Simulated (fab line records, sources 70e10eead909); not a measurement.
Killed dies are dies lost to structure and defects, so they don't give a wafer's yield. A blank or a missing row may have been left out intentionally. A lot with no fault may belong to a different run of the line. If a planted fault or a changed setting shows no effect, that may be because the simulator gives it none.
fab line records	flow nandHarc
record: lots: 7	wafers: 21	lastDay: 34
route steps=1302 shown A_CHANNEL_FILL_D2@615
lots untouched by any fault: they come from a run of this same line in which no faults occurred
startH: hours from the record's opening day to when the first of the lot's shown wafers began	waitH: hours elapsed since this lot's preceding step	" unchanged from the row above	L1.1+2: one row covering several wafers at once	- either no value or no given start	* or withheld: withheld	< > ~ a bound
route shown NAME@n: a module of which the file shows steps, and the number in the route of the first	usual: mean/standard deviation taken from wafers without a fault	same: alike in all rows	chamber/n: place in a boat	sites: per-site readings	_std_site: standard deviation of those values	_edge_site: the outer-site mean with the inner-site mean subtracted	radiusMm: for every site, how far away it sits from the centre of the wafer	mask NAME#n: copy n	behind: tool/chamber where the wafer was last shaped	hold: the reason the lot was held/the length of the hold in hours/how it ended	device: transistor that didn't switch, given as n, p or np	end of line: tests of these same wafers at the route's end	a step given without rows: its recipe and nothing more	killed: the dies lost at the first sort to structure and to defects; this is not the yield of the wafer	map: the dies of a wafer, with x for killed, . for not killed, _ for no die there
set.NAME: the setting the step ran with; set.NAME@STEP: the setting that earlier step ran with	model.NAME: the simulator's own value behind a step, which no gauge read
a table for each step, a row for each wafer; lots at some steps of the route
services: the hour from which a tool's chamber was out of use, counted from the record's first day as startH (under 0 if before that day), plus the number of hours and why
== steps ==
step: NHARC_A_CHANNEL_FILL_D2_ALD_15
recipe: targetThkA: 20	pulseTimeS: 60	aldCycles: 19	tempC: 630	pressureTorr: 2	material: SiNx
usual: chamberPressureTorr: 2.001/0.0041	precursorPulseHeightRel: 1.002/0.019
same: aldCycles: 19
lot.wafer	tool	chamber	startH	waitH	chamberPressureTorr	precursorPulseHeightRel
L462.1	aldSinBatch-01	0	-	-	1.999	1.052
L462.4	"	0	"	"	1.996	1.017
L462.5	"	0	"	"	1.995	0.981
L472.3	aldSinBatch-01	0	-	-	1.999	0.987
L472.4	"	0	"	"	2.005	1.004
L472.5	"	0	"	"	2.003	1.016
L473.4	aldSinBatch-03	0	-	-	2.010	0.968
L473.5	"	0	"	"	2.004	0.982
L473.6	"	0	"	"	2.013	1.014
L475.1	aldSinBatch-02	0	-	-	2.003	0.980
L475.2	"	0	"	"	2.004	0.973
L475.4	"	0	"	"	2.004	1.039
L479.1	aldSinBatch-02	0	483.36	2.9	2.009	0.990
L479.4	"	0	"	"	2.000	0.992
L479.6	"	0	"	"	2.002	0.972
L483.2	aldSinBatch-03	0	-	-	1.995	0.990
L483.3	"	0	"	"	1.999	1.011
L483.6	"	0	"	"	1.994	0.964
L485.1	aldSinBatch-02	0	-	-	2.001	1.030
L485.2	"	0	"	"	1.993	1.012
L485.4	"	0	"	"	1.994	1.006
step: NHARC_A_CHANNEL_FILL_D2_ALD_16
recipe: targetThkA: 15	pulseTimeS: 10	aldCycles: 15	tempC: 300	material: SiO2
usual: heaterPowerOuterW: 268/30	heaterPowerW: 476/48	precursorPulseHeightRel: 0.999/0.018
same: aldCycles: 15
lot.wafer	tool	chamber	startH	waitH	heaterPowerOuterW	heaterPowerW	precursorPulseHeightRel
L462.1	aldHk-02	3	314.48	0.5	252	468	0.981
L462.4	"	1	"	"	279	501	1.001
L462.5	"	3	"	"	258	474	1.009
L472.4	aldHk-01	0	419.87	0.1	246	469	0.987
L472.3	"	1	"	"	301	498	1.006
L472.5	"	2	"	"	265	505	0.936
L473.4	aldHk-02	2	431.11	0.1	210	381	1.015
L473.5	"	3	"	"	251	463	1.032
L473.6	"	0	"	"	297	525	1.010
L475.1	aldHk-01	0	443.16	0.0	250	463	1.038
L475.4	"	2	"	"	270	505	0.982
L475.2	"	3	"	"	313	546	1.000
L479.4	aldHk-02	2	486.92	1.6	210	375	1.023
L479.1	"	3	"	"	253	454	0.994
L479.6	"	1	"	"	276	496	1.001
L483.3	aldHk-04	2	534.18	0.1	317	552	1.019
L483.2	"	3	"	"	268	483	1.003
L483.6	"	1	"	"	246	400	0.983
L485.1	aldHk-01	0	551.54	0.2	241	455	1.008
L485.2	"	1	"	"	301	502	1.011
L485.4	"	3	"	"	296	519	0.979
step: NHARC_A_CHANNEL_FILL_D2_ANNEAL_17
recipe: tempC: 850	timeS: 1800
step: NHARC_A_CHANNEL_FILL_D2_CVD_18
recipe: targetThkA: 30	tempC: 550	material: poly-Si
step: NHARC_A_CHANNEL_FILL_D2_ETCHBACK_19
recipe: targetDepthA: 50	timeS: 1.7	hbrFlowSccm: 150	cl2FlowSccm: 50	rfW: 400	icpW: 400	biasW: 100	chemistry: HBr/Cl2
usual: drypumpMotorCurrentA: 5.8/0.38	heBacksideLeakSccm: 2.65/0.18	mfcCl2Sccm: 50.02/0.15	oesProductAu: 1.003/0.011	throttleValvePct: 26.405/0.0088
lot.wafer	tool	chamber	startH	waitH	drypumpMotorCurrentA	heBacksideLeakSccm	mfcCl2Sccm	oesProductAu	rfHoursCounterH	throttleValvePct
L462.4	rieSi-05	0	326.45	0.4	5.5	2.62	50.14	0.995	0.1	26.399
L462.1	"	2	"	"	6.0	2.68	50.36	1.000	0.0	26.396
L462.5	"	0	"	"	5.5	2.51	50.19	0.991	-	26.406
L472.3	rieSi-05	1	431.83	0.4	5.4	2.79	49.97	0.996	0.8	26.391
L472.4	"	3	"	"	5.6	2.36	49.77	0.994	0.9	26.403
L472.5	"	1	"	"	5.4	2.72	50.09	1.000	-	26.396
L473.4	rieSi-04	2	442.85	0.4	5.4	2.44	49.87	1.015	0.5	26.404
L473.5	"	3	"	"	6.2	2.59	49.97	1.012	-	26.417
L473.6	"	0	"	"	5.4	2.42	49.89	1.008	-	26.418
L475.1	rieSi-04	3	455.80	0.4	6.2	2.53	50.07	1.024	0.6	26.403
L475.2	"	0	"	"	5.4	2.50	49.73	1.014	0.6	26.401
L475.4	"	1	"	"	5.7	2.88	50.03	1.006	0.6	26.406
L479.4	rieSi-04	3	499.47	0.4	6.2	2.72	49.97	1.015	0.8	26.417
L479.1	"	0	"	"	5.4	2.36	50.11	1.017	0.8	26.407
L479.6	"	3	"	"	6.2	2.69	50.06	1.015	-	26.410
L483.2	rieSi-03	1	546.06	0.4	6.5	2.93	50.23	0.979	0.9	26.404
L483.3	"	3	"	"	6.5	2.35	50.11	0.993	0.9	26.402
L483.6	"	0	"	"	6.1	2.89	50.10	0.999	-	26.413
L485.2	rieSi-04	3	563.33	0.4	6.2	2.73	49.78	1.019	0.2	26.409
L485.4	"	0	"	"	5.4	2.33	50.26	1.012	0.1	26.422
L485.1	"	2	"	"	5.4	2.76	49.75	1.018	0.2	26.407
step: NHARC_A_CHANNEL_FILL_D2_ETCHBACK_20
recipe: targetDepthA: 270	timeS: 13.5	c4f8FlowSccm: withheld	o2FlowSccm: 8	arFlowSccm: withheld	rfW: 600	biasW: 1500	chemistry: C4F8/O2/Ar
usual: oesProductAu: 0.989/0.016	rfVppV: 976/5.2
lot.wafer	tool	chamber	startH	waitH	oesProductAu	rfHoursCounterH	rfVppV
L462.1	rieDiel-05	2	326.56	-	0.994	2	971
L462.4	"	3	"	"	0.994	2	977
L462.5	"	2	"	"	0.985	-	972
L472.3	rieDiel-05	0	431.96	-	0.993	1	973
L472.4	"	2	"	"	1.001	1	971
L472.5	"	0	"	"	0.995	-	976
L473.4	rieDiel-03	2	442.97	-	0.977	-	974
L473.5	"	3	"	"	0.965	-	987
L473.6	"	0	"	"	0.984	-	971
L475.2	rieDiel-03	2	455.91	-	0.989	5	975
L475.1	"	0	"	"	1.004	4	972
L475.4	"	2	"	"	1.001	-	975
L479.1	rieDiel-03	0	499.58	-	1.016	1	972
L479.4	"	1	"	"	0.991	1	977
L479.6	"	1	"	"	0.993	-	979
L483.2	rieDiel-05	3	546.20	-	0.963	4	977
L483.3	"	0	"	"	0.959	4	974
L483.6	"	2	"	"	0.953	-	971
L485.2	rieDiel-03	3	563.47	-	1.002	3	989
L485.4	"	0	"	"	1.016	2	973
L485.1	"	1	"	"	1.013	3	976
step: NHARC_A_CHANNEL_FILL_D2_STRIP_28
recipe: timeS: 20	o2FlowSccm: 500	arFlowSccm: 0	biasW: 0	chemistry: O2
usual: drypumpMotorCurrentA: 5.6/0.39	oesProductAu: 0.997/0.0095	rfVppV: 57.5/0.85	showerheadPlenumPTorr: 3.46/0.12	throttleValvePct: 17.037/0.0095
lot.wafer	tool	chamber	startH	waitH	drypumpMotorCurrentA	oesProductAu	rfHoursCounterH	rfVppV	showerheadPlenumPTorr	throttleValvePct
L462.1	rieDiel-05	3	326.66	0.1	5.8	1.007	2	57.5	3.50	17.052
L462.4	"	0	"	"	4.8	0.999	3	57.2	3.44	17.021
L462.5	"	2	"	"	5.8	0.994	-	58.5	3.38	17.045
L472.4	rieDiel-05	3	432.06	0.1	5.9	0.987	1	58.5	3.50	17.040
L472.3	"	0	"	"	4.9	0.986	1	56.0	3.44	17.047
L472.5	"	3	"	"	5.8	0.982	-	56.9	3.50	17.035
L473.5	rieDiel-03	0	443.06	0.1	5.8	1.022	-	57.9	3.37	17.039
L473.4	"	2	"	"	5.2	0.985	-	57.5	3.44	17.048
L473.6	"	3	"	"	5.9	0.989	-	58.9	3.78	17.037
L475.2	rieDiel-03	0	456.03	0.1	5.8	1.010	4	57.9	3.37	17.057
L475.1	"	2	"	"	5.2	0.996	5	57.4	3.44	17.055
L475.4	"	3	"	"	5.9	0.994	-	57.7	3.78	17.025
L479.1	rieDiel-03	2	499.67	0.1	5.2	0.999	1	57.8	3.44	17.021
L479.4	"	3	"	"	5.9	0.998	1	59.1	3.78	17.025
L479.6	"	2	"	"	5.2	1.002	-	58.4	3.44	17.043
L483.2	rieDiel-05	0	546.28	0.1	4.8	0.981	4	58.3	3.44	17.039
L483.3	"	1	"	"	5.5	0.989	4	57.8	3.40	17.043
L483.6	"	2	"	"	5.8	0.982	-	57.4	3.37	17.035
L485.1	rieDiel-03	2	563.55	0.1	5.2	1.005	3	58.3	3.44	17.035
L485.2	"	3	"	"	5.9	0.994	3	58.3	3.78	17.053
L485.4	"	1	"	"	6.3	1.022	3	56.8	3.50	17.038
step: NHARC_A_CHANNEL_FILL_D2_PRECLEAN_21
recipe: timeS: 30	chemistry: dHF
step: NHARC_A_CHANNEL_FILL_D2_SRD_23
step: NHARC_A_CHANNEL_FILL_D2_CVD_05
recipe: targetThkA: 50	tempC: 550	material: poly-Si
step: NHARC_A_CHANNEL_FILL_D2_ANNEAL_22
recipe: tempC: 620	timeS: 7200
step: NHARC_A_CHANNEL_FILL_D2_ALD_25
recipe: targetThkA: 600	pulseTimeS: 10	aldCycles: 600	tempC: 300	material: SiOx
usual: aldCycles: 600/0	heaterPowerOuterW: 267/31	heaterPowerW: 474/48	precursorPulseHeightRel: 0.999/0.018
lot.wafer	tool	chamber	startH	waitH	aldCycles	heaterPowerOuterW	heaterPowerW	precursorPulseHeightRel
L462.1	aldHk-02	2	339.92	0.7	600	222	399	1.018
L462.4	"	3	"	"	600	264	477	0.991
L462.5	"	1	341.77	2.5	600	276	478	0.991
L472.4	aldHk-02	0	446.35	0.0	-	-	-	-
L472.3	"	1	"	"	-	-	-	-
L472.5	"	0	448.84	2.5	-	-	-	-
L473.4	aldHk-02	3	455.91	0.0	-	-	-	-
L473.6	"	3	458.37	2.5	-	-	-	-
L473.5	"	0	"	"	-	-	-	-
L475.1	aldHk-02	3	467.87	0.1	-	-	-	-
L475.2	"	0	469.11	1.3	-	-	-	-
L475.4	"	1	470.35	2.5	-	-	-	-
L479.4	aldHk-04	3	513.94	0.7	600	267	475	1.000
L479.1	"	0	"	"	600	254	441	1.007
L479.6	"	3	516.38	3.1	600	269	468	0.993
L483.3	aldHk-01	2	558.01	0.1	600	261	485	0.991
L483.2	"	1	559.84	1.9	600	299	517	1.024
L483.6	"	2	"	"	600	259	494	1.004
L485.4	aldHk-01	0	575.34	0.1	600	246	449	1.002
L485.1	"	1	"	"	600	295	507	0.976
L485.2	"	3	577.24	2.0	600	295	525	1.007
step: NHARC_A_CHANNEL_FILL_D2_ETCHBACK_08
recipe: targetDepthA: 2200	timeS: 110	c4f8FlowSccm: 20	arFlowSccm: withheld	rfW: 600	biasW: 300	chemistry: C4F8
== services ==
tool	chamber	startH	hours	kind
rieDiel-03	2	301.44	10.0	repair
aldHk-01	-	303.98	10.0	pm
rieSi-05	-	305.00	9.0	pm
rieDiel-03	3	330.80	5.6	repair
rieSi-04	-	342.00	9.0	pm
aldHk-02	-	351.03	10.0	pm
rieSi-03	1	374.27	7.7	repair
rieDiel-05	-	406.62	9.0	pm
aldHk-04	-	440.21	10.0	pm
rieDiel-03	1	442.33	15.4	repair
rieDiel-05	0	453.34	10.5	repair
rieSi-05	2	456.19	4.8	repair
rieDiel-03	-	458.30	9.0	pm
rieSi-05	-	474.14	5.0	repair
rieDiel-03	-	481.87	1.0	repair
rieSi-05	-	482.00	9.0	pm
aldHk-01	-	482.07	10.0	pm
aldSinBatch-01	-	506.00	26.0	pm
rieDiel-05	3	506.47	4.4	repair
rieDiel-03	0	515.95	36.2	repair
rieSi-04	-	519.00	9.0	pm
rieDiel-05	3	529.86	7.3	repair
rieSi-04	0	544.43	9.2	repair
aldHk-01	-	569.46	0.4	repair
== key ==
firstSign: step: NHARC_A_CHANNEL_FILL_D2_ALD_25	reading: toolRecord	direction: missing
effect none on later readings
metAt NHARC_A_CHANNEL_FILL_D2_ALD_25
struckWafers L472.3,L472.4,L472.5,L473.4,L473.5,L473.6,L475.1,L475.2,L475.4
laterRowsLeftOut L472.3,L472.4,L472.5,L473.4,L473.5,L473.6,L475.1,L475.2,L475.4
sortLeftOut L472.3,L472.4,L472.5,L473.4,L473.5,L473.6,L475.1,L475.2,L475.4
testerLeftOut L472,L473,L475
onsetBetween 339.92 446.35
fault: kind: skippedStepWhole	tool: aldHk-02	chamber: -	onsetH: 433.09	steps: NHARC_A_CHANNEL_FILL_D2_ALD_25	scope: struckLotsOnly
testerLeftOut: of these lots the tester's yield and bins aren't shown, on N5 and GAA mostly nor the transistor test; their killed dies are dies lost to structure and defects alone, not to doping, threshold or leakage, so they don't give the yield
sortLeftOut: the simulated sort isn't trusted on such a fault, so these wafers' sort isn't shown, and their yield isn't known
laterRowsLeftOut: the simulator's readings of these wafers behind a module that went badly wrong aren't trusted and aren't shown, but for the sort
